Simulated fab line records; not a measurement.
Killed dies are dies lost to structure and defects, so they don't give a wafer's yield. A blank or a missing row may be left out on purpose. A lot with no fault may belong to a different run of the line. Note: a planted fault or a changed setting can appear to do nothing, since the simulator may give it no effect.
fab line records    flow n5Finfet
record lots=24  wafers=72  lastDay=18
route steps=1938 shown BEOL_M1@773
lots untouched by any fault: they come from a run of this same line in which no faults occurred
startH: hours from the record's first day to the start of the lot's first wafer shown    waitH: how many hours have passed since the lot's step before this one    " the same as in the row above    L1.1+2: several wafers, shown together as one row    - no value, or no start was given    * or withheld: withheld    < > ~ a bound
route shown NAME@n: names a module that has steps shown in the file, with the first one's number in the route    usual: the fault-free wafers' mean and standard deviation    same: alike in all rows    chamber/n: place in a boat    sites: per-site readings    _std_site: standard deviation of those values    _edge_site: the outer-site mean with the inner-site mean subtracted    radiusMm: how far each site lies from the wafer's centre    mask NAME#n: copy n    behind: tool/chamber where the wafer was last shaped    hold: why the lot went on hold/how many hours it stayed there/how the hold came to an end    device: names the non-switching transistor (n, p or np)    end of line: the same wafers' tests at the end of the route    step lacking rows: just its recipe    killed: the dies lost at the first sort to structure and to defects; this is not the yield of the wafer    map: a wafer's dies, marking killed ones x, the rest . and places with no die _
set.NAME: the setting as run; set.NAME@STEP: as run at that earlier step    model.NAME: the simulator's own value behind a step, which no gauge read
steps of the route over a sample of lots; a table a step, a row a wafer
services: from which hour (startH, from the record's first day; less than 0 if before it) a tool's chamber was out of use, for how many hours, and why
## steps
# step N5_BEOL_M1_STRIP_66
# recipe chemistry=CF4  resist=SiARC  powerW=300  biasPowerW=75  pressureMtorr=50  cf4FlowSccm=150  rfFrequencyHz=6e+07
# usual drypumpMotorCurrentA=5.7/0.46  oesProductAu=0.84/0.074  rfVppV=271.2/1.2  showerheadPlenumPTorr=1.78/0.048  throttleValvePct=13.36/0.25
lot.wafer  tool        chamber  startH  waitH  drypumpMotorCurrentA  oesProductAu  rfHoursCounterH  rfVppV  showerheadPlenumPTorr  throttleValvePct
L074.1     rieDiel-01  3        125.11  0.0    6.1                   0.88          28               271.4   1.83                   13.38
L074.4     "           3        "       "      6.0                   0.89          -                271.8   1.83                   13.38
L074.6     "           0        "       "      5.5                   0.94          -                269.9   1.74                   13.11
L075.2     rieDiel-01  2        130.06  0.0    5.2                   0.99          0                270.7   1.74                   13.07
L075.3     "           3        "       "      6.0                   0.88          30               272.6   1.83                   13.40
L075.6     "           3        "       "      6.0                   0.87          -                270.9   1.83                   13.41
L076.1     rieDiel-03  1        143.42  0.0    6.6                   0.77          143              271.8   1.79                   13.66
L076.3     "           0        "       "      6.1                   0.85          48               272.3   1.81                   13.40
L076.6     "           3        "       "      6.5                   0.90          -                274.7   1.87                   13.12
L078.2     rieDiel-03  2        147.80  0.0    5.8                   0.79          98               271.5   1.79                   13.40
L078.3     "           1        "       "      6.6                   0.77          145              270.8   1.79                   13.66
L078.5     "           0        "       "      6.0                   0.84          -                271.2   1.81                   13.39
L077.2     rieDiel-05  0        154.47  0.0    5.1                   0.72          180              269.9   1.71                   13.55
L077.4     "           2        "       "      5.1                   0.86          61               268.9   1.75                   13.48
L077.6     "           0        "       "      5.2                   0.71          -                269.3   1.72                   13.54
L079.1     rieDiel-03  3        155.12  0.0    6.5                   0.90          22               274.0   1.87                   13.13
L079.5     "           3        "       "      6.5                   0.90          -                273.7   1.87                   13.14
L079.6     "           0        "       "      6.0                   0.84          -                271.1   1.81                   13.41
L080.1     rieDiel-01  2        159.81  0.0    5.3                   0.93          12               270.0   1.74                   13.09
L080.3     "           1        "       "      5.4                   0.88          25               271.1   1.76                   13.16
L080.5     "           2        "       "      5.3                   0.92          -                270.9   1.74                   13.10
L081.1     rieDiel-01  1        162.46  0.0    5.4                   0.88          26               271.3   1.76                   13.16
L081.2     "           0        "       "      5.5                   0.89          18               270.4   1.73                   13.11
L081.4     "           2        "       "      5.3                   0.92          13               270.2   1.74                   13.09
L082.2     rieDiel-01  3        170.18  0.0    6.0                   0.85          45               270.7   1.83                   13.44
L082.3     "           2        "       "      5.2                   0.91          15               271.2   1.74                   13.10
L082.4     "           1        "       "      5.4                   0.87          29               270.1   1.76                   13.18
L083.1     rieDiel-01  0        178.84  0.0    5.5                   0.88          23               269.2   1.73                   13.13
L083.5     "           0        "       "      5.5                   0.88          -                270.4   1.73                   13.12
L083.6     "           1        "       "      5.4                   0.85          -                270.7   1.76                   13.18
L084.3     rieDiel-03  2        186.03  0.0    5.8                   0.77          110              271.5   1.79                   13.41
L084.4     "           3        "       "      6.5                   0.88          32               274.2   1.87                   13.14
L084.6     "           1        "       "      6.6                   0.77          -                270.6   1.79                   13.68
L085.1     rieDiel-01  1        195.25  0.0    5.4                   0.85          38               270.9   1.76                   13.19
L085.3     "           0        "       "      5.5                   0.87          29               270.9   1.73                   13.16
L085.5     "           3        "       "      6.0                   0.84          -                273.1   1.82                   13.46
L086.1     rieDiel-05  3        200.09  0.0    5.8                   0.71          201              271.7   1.85                   13.96
L086.3     "           1        "       "      6.0                   0.66          250              272.2   1.83                   13.57
L086.6     "           1        "       "      6.0                   0.66          -                273.2   1.83                   13.57
L087.2     rieDiel-03  1        203.59  0.0    6.6                   0.75          165              271.4   1.79                   13.69
L087.5     "           3        "       "      6.5                   0.87          -                273.4   1.87                   13.17
L087.6     "           0        "       "      6.0                   0.81          -                271.1   1.80                   13.45
L088.1     rieDiel-01  3        211.07  0.0    6.0                   0.83          61               271.1   1.82                   13.47
L088.4     "           2        "       "      5.2                   0.88          31               271.5   1.73                   13.14
L088.5     "           3        "       "      6.0                   0.84          -                272.0   1.82                   13.47
L089.1     rieDiel-01  1        211.30  0.0    5.4                   0.84          44               270.8   1.76                   13.20
L089.4     "           3        "       "      6.0                   0.83          61               272.4   1.82                   13.45
L089.6     "           3        "       "      6.0                   0.83          -                272.0   1.82                   13.50
L091.2     rieDiel-03  2        222.54  0.0    5.8                   0.76          124              271.6   1.79                   13.46
L091.3     "           0        "       "      6.0                   0.81          75               271.8   1.80                   13.47
L091.5     "           2        "       "      5.8                   0.76          -                270.5   1.79                   13.46
L090.3     rieDiel-01  2        222.68  0.0    5.3                   0.87          35               269.8   1.73                   13.15
L090.4     "           0        "       "      5.5                   0.86          40               271.6   1.73                   13.17
L090.6     "           0        "       "      5.5                   0.85          -                269.9   1.73                   13.17
L093.3     rieDiel-01  0        235.75  0.0    5.5                   0.84          43               270.9   1.72                   13.18
L093.5     "           1        "       "      5.4                   0.83          -                271.1   1.75                   13.23
L093.6     "           0        "       "      5.5                   0.85          -                270.5   1.72                   13.17
L092.1     rieDiel-03  3        238.85  0.0    6.5                   0.85          49               274.7   1.86                   13.19
L092.2     "           2        "       "      5.8                   0.76          128              271.7   1.79                   13.47
L092.5     "           2        "       "      5.8                   0.76          -                271.0   1.79                   13.46
L094.2     rieDiel-05  2        250.01  0.0    5.1                   0.82          88               269.6   1.74                   13.53
L094.3     "           1        "       "      6.0                   0.99          2                272.4   1.82                   13.00
L094.6     "           3        "       "      5.8                   0.70          -                273.1   1.85                   13.99
L095.2     rieDiel-05  2        250.49  0.0    5.0                   0.82          88               268.7   1.74                   13.55
L095.5     "           1        "       "      6.0                   0.99          -                272.3   1.82                   13.02
L095.6     "           2        "       "      5.0                   0.82          -                268.9   1.74                   13.53
L097.2     rieDiel-05  2        261.97  0.0    5.0                   0.82          91               270.6   1.74                   13.56
L097.3     "           1        "       "      5.9                   0.97          5                272.8   1.82                   13.01
L097.6     "           1        "       "      5.9                   0.96          -                271.4   1.82                   13.01
L096.4     rieDiel-05  0        262.20  0.0    5.1                   0.70          207              269.3   1.71                   13.61
L096.5     "           2        "       "      5.0                   0.82          -                269.6   1.74                   13.55
L096.6     "           3        "       "      5.8                   0.70          -                271.6   1.85                   13.99
# step N5_BEOL_M1_CD_MEAS_28
# recipe landingEnergyEv=500  detector=seInlens  targetCdYNm=23.3
# usual cdNm=23.87/0.27
# same landingEnergyEv=500
lot.wafer  tool      chamber  startH  waitH  cdNm
L074.1     cdSem-02  0        125.68  -      24.21
L074.4     "         0        "       "      24.06
L074.6     "         0        "       "      23.91
L075.2     cdSem-03  0        130.72  -      24.15
L075.3     "         0        "       "      23.99
L075.6     "         0        "       "      23.85
L076.1     cdSem-01  0        143.98  -      23.54
L076.3     "         0        "       "      23.95
L076.6     "         0        "       "      23.43
L078.2     cdSem-03  0        148.58  -      23.77
L078.3     "         0        "       "      23.92
L078.5     "         0        "       "      23.72
L077.2     cdSem-03  0        155.15  -      23.69
L077.4     "         0        "       "      24.03
L077.6     "         0        "       "      23.87
L079.1     cdSem-01  0        155.82  -      23.76
L079.5     "         0        "       "      23.89
L079.6     "         0        "       "      24.11
L080.1     cdSem-03  0        160.40  -      23.54
L080.3     "         0        "       "      23.76
L080.5     "         0        "       "      23.96
L081.1     cdSem-03  0        163.00  -      23.93
L081.2     "         0        "       "      23.22
L081.4     "         0        "       "      23.73
L082.2     cdSem-01  0        170.85  -      23.87
L082.3     "         0        "       "      23.95
L082.4     "         0        "       "      24.25
L083.1     cdSem-01  0        179.77  -      23.43
L083.5     "         0        "       "      23.56
L083.6     "         0        "       "      23.79
L084.3     cdSem-01  0        186.82  -      23.85
L084.4     "         0        "       "      23.93
L084.6     "         0        "       "      24.02
L085.1     cdSem-03  0        195.87  -      24.10
L085.3     "         0        "       "      23.74
L085.5     "         0        "       "      23.63
L086.1     cdSem-03  0        200.76  -      23.51
L086.3     "         0        "       "      23.99
L086.6     "         0        "       "      23.98
L087.2     cdSem-03  0        204.17  -      23.96
L087.5     "         0        "       "      24.46
L087.6     "         0        "       "      23.93
L088.1     cdSem-02  0        211.74  -      23.73
L088.4     "         0        "       "      23.77
L088.5     "         0        "       "      23.54
L089.1     cdSem-01  0        211.96  -      23.79
L089.4     "         0        "       "      23.78
L089.6     "         0        "       "      23.83
L091.2     cdSem-02  0        223.13  -      23.79
L091.3     "         0        "       "      23.77
L091.5     "         0        "       "      24.05
L090.3     cdSem-02  0        223.40  -      23.75
L090.4     "         0        "       "      24.03
L090.6     "         0        "       "      23.79
L093.3     cdSem-03  0        236.48  -      24.00
L093.5     "         0        "       "      24.20
L093.6     "         0        "       "      23.89
L092.1     cdSem-01  0        239.46  -      23.46
L092.2     "         0        "       "      23.78
L092.5     "         0        "       "      23.69
L094.2     cdSem-01  0        250.67  -      24.14
L094.3     "         0        "       "      23.84
L094.6     "         0        "       "      23.94
L095.2     cdSem-01  0        251.04  -      24.49
L095.5     "         0        "       "      24.02
L095.6     "         0        "       "      23.45
L097.2     cdSem-02  0        262.90  -      23.59
L097.3     "         0        "       "      23.60
L097.6     "         0        "       "      23.81
L096.4     cdSem-01  0        263.10  -      23.81
L096.5     "         0        "       "      23.84
L096.6     "         0        "       "      23.86
# step N5_BEOL_M1_ETCHBACK_99
# recipe chemistry=CHF3  target=SiO2  targetDepthA=50  timeS=10.4  sourceW=215  biasW=47  Ar_flow_sccm=200  CHF3_flow_sccm=12  ionEnergyEv=100  pressureMtorr=30
# usual CHF3_flow_sccm=12.00/0.032  drypumpMotorCurrentA=5.7/0.42  oesProductAu=0.86/0.065  rfVppV=242/7.8  showerheadPlenumPTorr=2.15/0.058  throttleValvePct=16.93/0.17
lot.wafer  tool        chamber  startH  waitH  CHF3_flow_sccm  drypumpMotorCurrentA  oesProductAu  rfHoursCounterH  rfVppV  showerheadPlenumPTorr  throttleValvePct
L074.1     rieDiel-01  1        131.13  5.2    12.01           5.4                   0.90          14               248     2.13                   16.73
L074.4     "           3        "       "      11.99           6.0                   0.88          30               229     2.23                   17.09
L074.6     "           1        "       "      12.03           5.4                   0.90          -                245     2.13                   16.73
L075.2     rieDiel-01  2        135.66  4.4    11.95           5.2                   0.97          2                247     2.11                   16.70
L075.3     "           0        "       "      11.94           5.5                   0.96          8                244     2.13                   16.86
L075.6     "           2        "       "      12.01           5.3                   0.97          -                247     2.11                   16.73
L076.1     rieDiel-01  3        150.52  5.7    11.95           6.0                   0.87          38               230     2.23                   17.11
L076.3     "           1        "       "      11.95           5.4                   0.88          22               246     2.13                   16.74
L076.6     "           3        "       "      12.01           6.0                   0.87          -                228     2.23                   17.11
L078.2     rieDiel-01  0        154.94  6.1    12.00           5.5                   0.94          16               244     2.13                   16.87
L078.3     "           2        "       "      12.02           5.2                   0.94          10               247     2.11                   16.73
L078.5     "           3        "       "      11.95           6.0                   0.87          -                228     2.22                   17.09
L081.1     rieDiel-01  0        164.86  1.6    11.99           5.5                   0.93          19               245     2.13                   16.89
L081.2     "           2        "       "      12.05           5.2                   0.94          14               246     2.11                   16.73
L081.4     "           3        "       "      11.98           6.1                   0.86          44               228     2.22                   17.10
L077.2     rieDiel-01  2        165.31  9.7    12.01           5.2                   0.93          14               245     2.11                   16.74
L077.4     "           3        "       "      11.97           6.0                   0.86          44               229     2.22                   17.12
L077.6     "           1        "       "      11.98           5.4                   0.87          -                248     2.13                   16.75
L079.1     rieDiel-05  3        165.58  9.5    11.99           5.8                   0.70          196              254     2.24                   17.48
L079.5     "           2        "       "      12.02           5.0                   0.85          -                243     2.07                   16.87
L079.6     "           3        "       "      12.01           5.8                   0.71          -                256     2.24                   17.47
L080.1     rieDiel-01  2        165.69  4.9    11.97           5.2                   0.93          14               246     2.11                   16.75
L080.3     "           0        "       "      11.98           5.5                   0.93          19               245     2.13                   16.87
L080.5     "           1        "       "      11.99           5.4                   0.87          -                246     2.13                   16.77
L082.2     rieDiel-01  0        173.73  2.6    12.07           5.5                   0.92          21               246     2.13                   16.89
L082.3     "           3        "       "      12.00           6.0                   0.86          46               230     2.22                   17.13
L082.4     "           2        "       "      12.02           5.3                   0.93          16               247     2.11                   16.77
L083.1     rieDiel-01  3        180.90  0.7    11.99           6.1                   0.87          49               229     2.22                   17.11
L083.5     "           0        "       "      11.98           5.5                   0.92          -                244     2.12                   16.89
L083.6     "           1        "       "      11.99           5.4                   0.86          -                248     2.13                   16.75
L084.3     rieDiel-01  2        188.17  0.9    11.97           5.3                   0.92          21               246     2.11                   16.76
L084.4     "           3        "       "      11.98           6.0                   0.86          51               229     2.22                   17.12
L084.6     "           2        "       "      12.01           5.3                   0.92          -                246     2.11                   16.76
L085.1     rieDiel-03  3        199.39  1.1    11.97           6.5                   0.88          38               238     2.31                   16.98
L085.3     "           2        "       "      12.00           5.8                   0.77          117              237     2.17                   16.99
L085.5     "           0        "       "      12.01           6.1                   0.84          -                251     2.16                   16.96
L086.1     rieDiel-01  3        202.83  1.8    12.02           6.1                   0.85          58               227     2.22                   17.14
L086.3     "           2        "       "      11.95           5.3                   0.90          28               245     2.10                   16.77
L086.6     "           2        "       "      11.99           5.2                   0.89          -                247     2.10                   16.77
L087.2     rieDiel-03  2        206.65  2.1    11.98           5.7                   0.77          119              236     2.17                   17.01
L087.5     "           1        "       "      12.01           6.6                   0.76          -                246     2.12                   17.05
L087.6     "           2        "       "      12.00           5.8                   0.76          -                236     2.17                   17.01
L088.1     rieDiel-01  2        215.61  3.6    12.00           5.3                   0.88          32               246     2.10                   16.77
L088.4     "           3        "       "      11.97           6.0                   0.84          62               227     2.22                   17.15
L088.5     "           1        "       "      11.91           5.4                   0.84          -                246     2.12                   16.78
L089.1     rieDiel-01  3        228.86  16.6   12.05           6.1                   0.84          66               227     2.22                   17.15
L089.4     "           0        "       "      11.99           5.5                   0.89          41               245     2.12                   16.92
L089.6     "           0        "       "      11.99           5.5                   0.89          -                245     2.12                   16.91
L091.2     rieDiel-03  2        234.31  10.6   12.00           5.8                   0.76          126              236     2.17                   17.02
L091.3     "           1        "       "      12.00           6.6                   0.76          174              247     2.12                   17.06
L091.5     "           0        "       "      11.98           6.1                   0.83          -                251     2.15                   17.00
L090.3     rieDiel-05  0        234.47  10.7   11.98           5.1                   0.70          197              223     2.04                   16.99
L090.4     "           2        "       "      12.05           5.0                   0.84          -                245     2.06                   16.89
L090.6     "           0        "       "      11.97           5.1                   0.70          -                224     2.04                   16.96
L093.3     rieDiel-01  1        244.38  7.5    11.99           5.4                   0.83          52               246     2.12                   16.79
L093.5     "           1        "       "      12.01           5.4                   0.83          -                249     2.12                   16.80
L093.6     "           0        "       "      12.03           5.5                   0.88          -                245     2.12                   16.93
L092.1     rieDiel-03  3        245.52  5.5    12.05           6.5                   0.85          51               235     2.30                   17.01
L092.2     "           0        "       "      12.01           6.0                   0.82          80               250     2.15                   17.00
L092.5     "           0        "       "      12.02           6.0                   0.81          -                250     2.15                   16.99
L094.2     rieDiel-01  2        254.20  3.2    11.99           5.3                   0.87          43               248     2.10                   16.81
L094.3     "           1        "       "      11.98           5.4                   0.82          55               246     2.12                   16.81
L094.6     "           2        "       "      12.00           5.3                   0.87          -                245     2.10                   16.80
L095.2     rieDiel-01  0        254.58  3.1    12.00           5.5                   0.88          48               245     2.12                   16.92
L095.5     "           1        "       "      11.98           5.4                   0.82          -                246     2.12                   16.81
L095.6     "           0        "       "      12.05           5.5                   0.88          -                245     2.12                   16.92
L097.2     rieDiel-03  0        267.83  4.6    11.97           6.1                   0.80          88               250     2.15                   17.01
L097.3     "           2        "       "      12.01           5.8                   0.76          137              236     2.17                   17.04
L097.6     "           0        "       "      11.92           6.1                   0.81          -                250     2.15                   17.01
L096.4     rieDiel-01  2        271.37  7.8    12.02           5.3                   0.87          48               246     2.10                   16.82
L096.5     "           0        "       "      12.03           5.5                   0.86          -                245     2.11                   16.94
L096.6     "           3        "       "      11.98           6.0                   0.82          -                229     2.21                   17.17
# step N5_BEOL_M1_SPUTTER_48
# recipe material=Cu  targetThkA=45  tempC=-20  chamberPressurePa=0.07  powerW=withheld  timeS=8.29
# usual throttleValvePct=29.9/0.91
lot.wafer  tool           chamber  startH  waitH  throttleValvePct
L074.1     pvdSputter-02  -        134.19  1.3    30.6
L074.4     "              -        "       "      29.9
L074.6     "              -        "       "      28.7
L075.2     pvdSputter-01  -        137.07  0.1    29.8
L075.3     "              -        "       "      30.2
L075.6     "              -        "       "      29.4
L076.1     pvdSputter-02  -        151.83  0.1    30.4
L076.3     "              -        "       "      27.6
L076.6     "              -        "       "      27.8
L078.2     pvdSputter-01  -        156.87  0.2    30.5
L078.3     "              -        "       "      29.6
L078.5     "              -        "       "      29.8
L081.1     pvdSputter-02  -        166.52  0.2    27.4
L081.2     "              -        "       "      29.5
L081.4     "              -        "       "      27.7
L077.2     pvdSputter-03  -        167.18  0.1    31.3
L077.4     "              -        "       "      30.5
L077.6     "              -        "       "      30.2
L079.1     pvdSputter-01  -        167.46  0.2    29.9
L079.5     "              -        "       "      30.1
L079.6     "              -        "       "      30.3
L080.1     pvdSputter-02  -        168.98  1.2    27.7
L080.3     "              -        "       "      29.8
L080.5     "              -        "       "      29.9
L082.2     pvdSputter-03  -        175.57  0.3    30.0
L082.3     "              -        "       "      31.1
L082.4     "              -        "       "      31.0
L083.1     pvdSputter-03  -        182.54  0.1    29.5
L083.5     "              -        "       "      30.8
L083.6     "              -        "       "      29.7
L084.3     pvdSputter-03  -        190.61  0.2    31.1
L084.4     "              -        "       "      29.6
L084.6     "              -        "       "      30.7
L085.1     pvdSputter-02  -        202.17  1.6    30.7
L085.3     "              -        "       "      30.0
L085.5     "              -        "       "      27.5
L086.1     pvdSputter-02  -        204.41  0.1    27.6
L086.3     "              -        "       "      30.0
L086.6     "              -        "       "      27.5
L087.2     pvdSputter-03  -        208.11  0.1    29.6
L087.5     "              -        "       "      29.6
L087.6     "              -        "       "      30.7
L088.1     pvdSputter-03  -        217.36  0.2    30.4
L088.4     "              -        "       "      29.6
L088.5     "              -        "       "      30.1
L089.1     pvdSputter-03  -        232.03  1.5    30.6
L089.4     "              -        "       "      31.3
L089.6     "              -        "       "      30.2
L091.2     pvdSputter-03  -        235.91  0.1    30.8
L091.3     "              -        "       "      29.9
L091.5     "              -        "       "      30.0
L090.3     pvdSputter-01  -        236.30  0.3    29.8
L090.4     "              -        "       "      30.2
L090.6     "              -        "       "      29.3
L093.3     pvdSputter-01  -        245.72  0.2    28.9
L093.5     "              -        "       "      30.5
L093.6     "              -        "       "      30.1
L092.1     pvdSputter-01  -        247.56  0.3    29.3
L092.2     "              -        "       "      30.1
L092.5     "              -        "       "      29.9
L094.2     pvdSputter-03  -        255.67  0.1    30.9
L094.3     "              -        "       "      30.1
L094.6     "              -        "       "      30.7
L095.2     pvdSputter-01  -        256.19  0.2    30.1
L095.5     "              -        "       "      30.2
L095.6     "              -        "       "      29.9
L097.2     pvdSputter-01  -        269.50  0.1    30.0
L097.3     "              -        "       "      28.9
L097.6     "              -        "       "      29.9
L096.4     pvdSputter-03  -        272.92  0.1    30.0
L096.5     "              -        "       "      31.2
L096.6     "              -        "       "      29.8
# step N5_BEOL_M1_ANNEAL_80
# recipe tempC=400  timeS=240  ambient=vacuum
# usual heaterPowerW=827/100
lot.wafer  tool           chamber  startH  waitH  heaterPowerW
L074.1     pvdSputter-02  -        134.49  0.0    750
L074.4     "              -        "       "      994
L074.6     "              -        "       "      960
L075.2     pvdSputter-01  -        137.37  0.0    822
L075.3     "              -        "       "      942
L075.6     "              -        "       "      885
L076.1     pvdSputter-02  -        152.13  0.0    772
L076.3     "              -        "       "      810
L076.6     "              -        "       "      799
L078.2     pvdSputter-01  -        157.17  0.0    765
L078.3     "              -        "       "      891
L078.5     "              -        "       "      841
L081.1     pvdSputter-02  -        167.34  0.0    793
L081.2     "              -        "       "      984
L081.4     "              -        "       "      803
L077.2     pvdSputter-03  -        167.48  0.0    929
L077.4     "              -        "       "      669
L077.6     "              -        "       "      740
L079.1     pvdSputter-01  -        167.76  0.0    892
L079.5     "              -        "       "      926
L079.6     "              -        "       "      774
L080.1     pvdSputter-02  -        169.28  0.0    786
L080.3     "              -        "       "      993
L080.5     "              -        "       "      986
L082.2     pvdSputter-03  -        175.87  0.0    735
L082.3     "              -        "       "      940
L082.4     "              -        "       "      643
L083.1     pvdSputter-03  -        182.84  0.0    793
L083.5     "              -        "       "      639
L083.6     "              -        "       "      781
L084.3     pvdSputter-03  -        191.21  0.1    955
L084.4     "              -        "       "      796
L084.6     "              -        "       "      647
L085.1     pvdSputter-02  -        202.47  0.0    752
L085.3     "              -        "       "      996
L085.5     "              -        "       "      797
L086.1     pvdSputter-02  -        204.71  0.0    806
L086.3     "              -        "       "      978
L086.6     "              -        "       "      813
L087.2     pvdSputter-03  -        208.41  0.0    798
L087.5     "              -        "       "      787
L087.6     "              -        "       "      920
L088.1     pvdSputter-03  -        217.66  0.0    730
L088.4     "              -        "       "      772
L088.5     "              -        "       "      721
L089.1     pvdSputter-03  -        232.33  0.0    651
L089.4     "              -        "       "      899
L089.6     "              -        "       "      738
L091.2     pvdSputter-03  -        236.21  0.0    637
L091.3     "              -        "       "      789
L091.5     "              -        "       "      711
L090.3     pvdSputter-01  -        236.60  0.0    834
L090.4     "              -        "       "      908
L090.6     "              -        "       "      889
L093.3     pvdSputter-01  -        246.02  0.0    867
L093.5     "              -        "       "      767
L093.6     "              -        "       "      831
L092.1     pvdSputter-01  -        247.86  0.0    870
L092.2     "              -        "       "      921
L092.5     "              -        "       "      924
L094.2     pvdSputter-03  -        255.97  0.0    934
L094.3     "              -        "       "      740
L094.6     "              -        "       "      665
L095.2     pvdSputter-01  -        256.49  0.0    916
L095.5     "              -        "       "      766
L095.6     "              -        "       "      840
L097.2     pvdSputter-01  -        269.80  0.0    768
L097.3     "              -        "       "      870
L097.6     "              -        "       "      837
L096.4     pvdSputter-03  -        273.22  0.0    801
L096.5     "              -        "       "      933
L096.6     "              -        "       "      788
# step N5_BEOL_M1_ANNEAL_51
# recipe tempC=225  timeS=90  ambient=N2
# usual wafer_temp_C_max=226.0/0.47
lot.wafer  tool          chamber  startH  waitH  wafer_temp_C_max
L074.1     rtpAnneal-02  0        136.15  0.1    226.3
L074.4     "             0        "       "      226.4
L074.6     "             0        "       "      227.2
L075.2     rtpAnneal-01  0        139.07  0.1    226.0
L075.3     "             0        "       "      225.8
L075.6     "             0        "       "      225.7
L076.1     rtpAnneal-01  0        153.90  0.2    225.7
L076.3     "             0        "       "      225.5
L076.6     "             0        "       "      226.0
L078.2     rtpAnneal-02  0        159.11  0.3    225.9
L078.3     "             0        "       "      226.7
L078.5     "             0        "       "      226.7
L081.1     rtpAnneal-02  0        169.00  0.1    226.3
L081.2     "             0        "       "      226.8
L081.4     "             0        "       "      226.3
L077.2     rtpAnneal-01  0        169.19  0.1    225.4
L077.4     "             0        "       "      225.6
L077.6     "             0        "       "      225.9
L079.1     rtpAnneal-01  0        169.42  0.1    225.6
L079.5     "             0        "       "      225.9
L079.6     "             0        "       "      225.6
L080.1     rtpAnneal-01  0        171.07  0.2    225.8
L080.3     "             0        "       "      225.4
L080.5     "             0        "       "      225.5
L082.2     rtpAnneal-01  0        177.57  0.1    225.7
L082.3     "             0        "       "      225.6
L082.4     "             0        "       "      225.7
L083.1     rtpAnneal-01  0        184.50  0.1    225.9
L083.5     "             0        "       "      225.9
L083.6     "             0        "       "      225.6
L084.3     rtpAnneal-01  0        193.40  0.1    225.7
L084.4     "             0        "       "      225.8
L084.6     "             0        "       "      225.6
L085.1     rtpAnneal-02  0        204.13  0.1    227.0
L085.3     "             0        "       "      226.1
L085.5     "             0        "       "      226.7
L086.1     rtpAnneal-01  0        207.78  0.1    225.6
L086.3     "             0        "       "      225.3
L086.6     "             0        "       "      226.1
L087.2     rtpAnneal-01  0        210.11  0.1    225.7
L087.5     "             0        "       "      225.9
L087.6     "             0        "       "      225.9
L088.1     rtpAnneal-02  0        219.32  0.1    226.5
L088.4     "             0        "       "      226.1
L088.5     "             0        "       "      226.7
L089.1     rtpAnneal-01  0        234.03  0.1    225.7
L089.4     "             0        "       "      225.9
L089.6     "             0        "       "      225.9
L091.2     rtpAnneal-01  0        237.92  0.1    225.6
L091.3     "             0        "       "      225.4
L091.5     "             0        "       "      225.8
L090.3     rtpAnneal-02  0        238.34  0.1    226.4
L090.4     "             0        "       "      226.0
L090.6     "             0        "       "      226.6
L093.3     rtpAnneal-02  0        247.77  0.1    225.9
L093.5     "             0        "       "      226.2
L093.6     "             0        "       "      226.2
L092.1     rtpAnneal-01  0        249.52  0.1    225.5
L092.2     "             0        "       "      225.8
L092.5     "             0        "       "      225.4
L094.2     rtpAnneal-02  0        257.67  0.1    226.6
L094.3     "             0        "       "      226.4
L094.6     "             0        "       "      226.5
L095.2     rtpAnneal-01  0        258.28  0.2    225.9
L095.5     "             0        "       "      225.7
L095.6     "             0        "       "      225.8
L097.2     rtpAnneal-01  0        271.50  0.1    226.1
L097.3     "             0        "       "      226.0
L097.6     "             0        "       "      226.1
L096.4     rtpAnneal-02  0        275.01  0.2    226.6
L096.5     "             0        "       "      226.8
L096.6     "             0        "       "      226.2
## services
tool           chamber  startH  hours  kind
rieDiel-01     2        110.73  -      clean
rieDiel-01     2        110.73  -      consumableReplace:focusRing
rieDiel-01     2        110.73  18.1   scheduledDown
rieDiel-01     2        110.73  18.1   ventCycle
pvdSputter-03  -        114.05  5.8    repair
rieDiel-01     -        116.47  2.8    pm
rieDiel-05     0        118.41  3.1    repair
rieDiel-03     -        134.45  2.8    pm
pvdSputter-02  -        138.18  3.5    repair
rieDiel-05     -        139.00  2.8    pm
rieDiel-05     3        158.44  5.2    repair
rieDiel-05     -        183.76  15.6   pm
rieDiel-05     0        200.72  8.9    repair
rieDiel-05     1        203.12  7.6    repair
rieDiel-05     1        211.16  -      clean
rieDiel-05     1        211.16  -      consumableReplace:focusRing
rieDiel-05     1        211.16  31.8   scheduledDown
rieDiel-05     1        211.16  31.8   ventCycle
rieDiel-05     3        215.05  2.0    repair
rieDiel-03     3        256.81  3.9    repair
## key
fault none
